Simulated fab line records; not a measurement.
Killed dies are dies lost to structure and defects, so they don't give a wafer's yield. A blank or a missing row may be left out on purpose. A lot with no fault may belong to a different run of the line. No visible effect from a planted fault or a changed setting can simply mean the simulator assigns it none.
Problem report in the 8D (eight disciplines) form, filled by code	flow n5-finfet	the parts of the form that need people (team, actions taken, sign-off) are left out

== 1. THE ISSUE ==
Mean of rf-fwd-power-W at N5_MOL_CONTACT_COAG_ETCH_47: 292.9 W across 6 wafers in 2 lots; on wafers with no fault it is 387.0 W (standard deviation 1.9). Measured from the usual mean, that is -50 standard deviations.
The step: etches SiNx in CH3F/O2, stops on W, target depth 27 nm.
First observed at day 8 16:01: wafer L705.2, on rie-diel-05. At this step, 18 wafers from 6 lots have a number in the record. Rule for "out", or "out of limits": more than 4 standard deviations from the usual mean. The other wafers with a number count as sound.

== 2. WHAT IT IS, WHAT IT ISN'T ==
question	is	is not
which readings at this step	rf-fwd-power-W	drypump-motor-current-A, oes-product-au, showerhead-plenum-p-Torr, throttle-valve-pct
which lots	L705, L706	L692, L698, L704, L713
which wafers of those lots	all that have a number	-
read on which tools	rie-diel-05	rie-diel-01
when	from day 8 16:01	up to then (9 sound wafers); but 3 sound wafers of L713 came after

== 3. SUSPECTS, AND WHAT RULES EACH OUT ==
Counting: a tool at any process step up to the reading remains a suspect when it ran all the lots that are out and ran no sound lot after the first of those.
- rie-diel-05 at N5_MOL_CONTACT_COAG_ETCHBACK_132 (etches SiO2 in CHF3, target depth 10 nm, time 6.7 s): kept. All lots that are out passed through it, beginning with L705 at day 8 15:45, and no sound lot followed; its final sound lot before that point was L698 at day 6 23:22.
- rie-diel-05 at N5_MOL_CONTACT_COAG_ETCH_91 (etches SOC in N2/H2, target depth 60 nm, overetch 21 nm, time 101.2 s): kept. All lots that are out passed through it, beginning with L705 at day 8 15:47, and no sound lot followed; its final sound lot before that point was L698 at day 6 23:23.
- rie-diel-05 at N5_MOL_CONTACT_COAG_ETCHBACK_135 (etches SiO2 in CHF3, target depth 25 nm, time 16.7 s): kept. All lots that are out passed through it, beginning with L705 at day 8 15:52, and no sound lot followed; its final sound lot before that point was L698 at day 6 23:29.
- rie-diel-05 at N5_MOL_CONTACT_COAG_ETCH_47 (etches SiNx in CH3F/O2, stops on W, target depth 27 nm): kept. All lots that are out passed through it, beginning with L705 at day 8 16:01, and no sound lot followed; its final sound lot before that point was L698 at day 6 23:37. On those wafers its own readings are out: rf-fwd-power-W.
Left after counting: rie-diel-05 at N5_MOL_CONTACT_COAG_ETCHBACK_132, rie-diel-05 at N5_MOL_CONTACT_COAG_ETCH_91, rie-diel-05 at N5_MOL_CONTACT_COAG_ETCHBACK_135, rie-diel-05 at N5_MOL_CONTACT_COAG_ETCH_47.

== 4. THE CAUSE (what the simulator had put in) ==
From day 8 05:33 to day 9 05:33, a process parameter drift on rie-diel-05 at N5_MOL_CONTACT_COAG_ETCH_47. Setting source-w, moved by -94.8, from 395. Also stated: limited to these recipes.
4 suspects survive the count, and this tool is in that group.

== 5. SEQUENCE OF EFFECTS, ordered by route ==
One row per reading whose mean, taken over the struck wafers that have a number, lies over 3 standard deviations from the usual. Readings are gone through only where the record gives a usual standard deviation; hours: the median, over the lots, of the time from a lot's start at the first step in this table giving one to that lot's start at this step; sigmas: the change measured in usual standard deviations.
hours	step	reading	usual	on struck wafers	change	sigmas
0	N5_MOL_CONTACT_COAG_ETCH_47	etch-rf-on-time-s	31.5 s	34.8	+3.3	+4.5
0	N5_MOL_CONTACT_COAG_ETCH_47	rf-fwd-power-W	387.0 W	292.9	-94.1	-50
0	N5_MOL_CONTACT_COAG_ETCH_47	rf-vpp-V	299 V	336	+37	+4.1
It contains these process steps:
- N5_MOL_CONTACT_COAG_ETCH_47: etches SiNx in CH3F/O2, stops on W, target depth 27 nm.

== 6. HOW IT WOULD HAVE BEEN CAUGHT EARLIER ==
In this record no reading fell out of limits until day 8 16:01, 10 hours after the fault had begun at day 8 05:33.
